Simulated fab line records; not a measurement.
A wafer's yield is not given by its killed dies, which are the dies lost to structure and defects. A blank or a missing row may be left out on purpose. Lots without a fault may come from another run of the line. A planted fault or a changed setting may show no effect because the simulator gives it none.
Chamber matching || flow nand-harc || 4 sister chambers for NHARC_A_CHANNEL_FILL_D1_STRIP_28 on rie-diel-05
The step strips in O2, time 20 s. 14 wafers are shown with their chamber, then 7 later ones without.

## WAFERS WITH THEIR CHAMBER
{"wafer": "L075.2", "chamber": 3, "rf-vpp-V (V)": 59.3, "oes-product-au (a.u.)": 1.026, "throttle-valve-pct (%)": 17.039}
{"wafer": "L075.4", "chamber": 1, "rf-vpp-V (V)": 57.5, "oes-product-au (a.u.)": 1.006, "throttle-valve-pct (%)": 17.039}
{"wafer": "L075.6", "chamber": 3, "rf-vpp-V (V)": 58.6, "oes-product-au (a.u.)": 1.015, "throttle-valve-pct (%)": 17.041}
{"wafer": "L077.1", "chamber": 3, "rf-vpp-V (V)": 58.7, "oes-product-au (a.u.)": 1.030, "throttle-valve-pct (%)": 17.017}
{"wafer": "L077.2", "chamber": 0, "rf-vpp-V (V)": 58.0, "oes-product-au (a.u.)": 1.005, "throttle-valve-pct (%)": 17.024}
{"wafer": "L077.3", "chamber": 1, "rf-vpp-V (V)": 59.0, "oes-product-au (a.u.)": 1.014, "throttle-valve-pct (%)": 17.040}
{"wafer": "L077.4", "chamber": 2, "rf-vpp-V (V)": 56.9, "oes-product-au (a.u.)": 1.012, "throttle-valve-pct (%)": 17.032}
{"wafer": "L077.5", "chamber": 3, "rf-vpp-V (V)": 59.9, "oes-product-au (a.u.)": 1.017, "throttle-valve-pct (%)": 17.027}
{"wafer": "L077.6", "chamber": 0, "rf-vpp-V (V)": 56.8, "oes-product-au (a.u.)": 0.996, "throttle-valve-pct (%)": 17.039}
{"wafer": "L078.1", "chamber": 0, "rf-vpp-V (V)": 57.2, "oes-product-au (a.u.)": 0.997, "throttle-valve-pct (%)": 17.018}
{"wafer": "L078.3", "chamber": 3, "rf-vpp-V (V)": 57.6, "oes-product-au (a.u.)": 1.001, "throttle-valve-pct (%)": 17.030}
{"wafer": "L078.4", "chamber": 2, "rf-vpp-V (V)": 56.7, "oes-product-au (a.u.)": 1.012, "throttle-valve-pct (%)": 17.040}
{"wafer": "L080.2", "chamber": 1, "rf-vpp-V (V)": 57.6, "oes-product-au (a.u.)": 1.003, "throttle-valve-pct (%)": 17.024}
{"wafer": "L080.3", "chamber": 0, "rf-vpp-V (V)": 57.0, "oes-product-au (a.u.)": 0.982, "throttle-valve-pct (%)": 17.033}

SIGNATURES (means of the wafers above)
{"reading": "rf-vpp-V", "chamber 0": 57.250, "chamber 1": 58.033, "chamber 2": 56.800, "chamber 3": 58.820, "scatter within a chamber": 0.721}
{"reading": "oes-product-au", "chamber 0": 0.99500, "chamber 1": 1.00767, "chamber 2": 1.01200, "chamber 3": 1.01780, "scatter within a chamber": 0.00919}
{"reading": "throttle-valve-pct", "chamber 0": 17.02850, "chamber 1": 17.03433, "chamber 2": 17.03600, "chamber 3": 17.03080, "scatter within a chamber": 0.00911}
Rule: a wafer lies at a distance from a chamber equal to the root of the sum of squares, over the readings, of (its reading less the chamber's mean, divided by the reading's scatter). If the next closest chamber is less than 2 further off than the closest, the wafer can't be placed; otherwise it belongs to the closest. How the scatter is found: for the shown wafers, subtract from each reading the mean of its chamber, square and add these, divide the total by (wafers less chambers), then take the root.

## WAFERS WITHOUT THEIR CHAMBER
{"wafer": "L080.6", "rf-vpp-V (V)": 59.4, "oes-product-au (a.u.)": 0.996, "throttle-valve-pct (%)": 17.035}
{"wafer": "L087.4", "rf-vpp-V (V)": 57.0, "oes-product-au (a.u.)": 0.998, "throttle-valve-pct (%)": 17.032}
{"wafer": "L087.5", "rf-vpp-V (V)": 59.0, "oes-product-au (a.u.)": 0.998, "throttle-valve-pct (%)": 17.050}
{"wafer": "L087.6", "rf-vpp-V (V)": 58.7, "oes-product-au (a.u.)": 1.003, "throttle-valve-pct (%)": 17.051}
{"wafer": "L092.2", "rf-vpp-V (V)": 58.5, "oes-product-au (a.u.)": 1.005, "throttle-valve-pct (%)": 17.035}
{"wafer": "L092.5", "rf-vpp-V (V)": 58.3, "oes-product-au (a.u.)": 0.998, "throttle-valve-pct (%)": 17.033}
{"wafer": "L092.6", "rf-vpp-V (V)": 59.3, "oes-product-au (a.u.)": 1.010, "throttle-valve-pct (%)": 17.029}

## EACH ONE'S CHAMBER
{"wafer": "L080.6", "from the rows above": "can't be placed: 1 or 3 or 0 or 2", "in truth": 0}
{"wafer": "L087.4", "from the rows above": "can't be placed: 0 or 2 or 1", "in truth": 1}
{"wafer": "L087.5", "from the rows above": "can't be placed: 1 or 3 or 0 or 2", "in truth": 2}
{"wafer": "L087.6", "from the rows above": "can't be placed: 1 or 3 or 2 or 0", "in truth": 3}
{"wafer": "L092.2", "from the rows above": "can't be placed: 1 or 3 or 0 or 2", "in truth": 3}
{"wafer": "L092.5", "from the rows above": "can't be placed: 1 or 0 or 3 or 2", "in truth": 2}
{"wafer": "L092.6", "from the rows above": "can't be placed: 3 or 1", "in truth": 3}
Correct placement for 0 of the 7. Not placeable from these rows: 7 (in 7, the candidates include the true chamber). Number placed wrongly: 0.
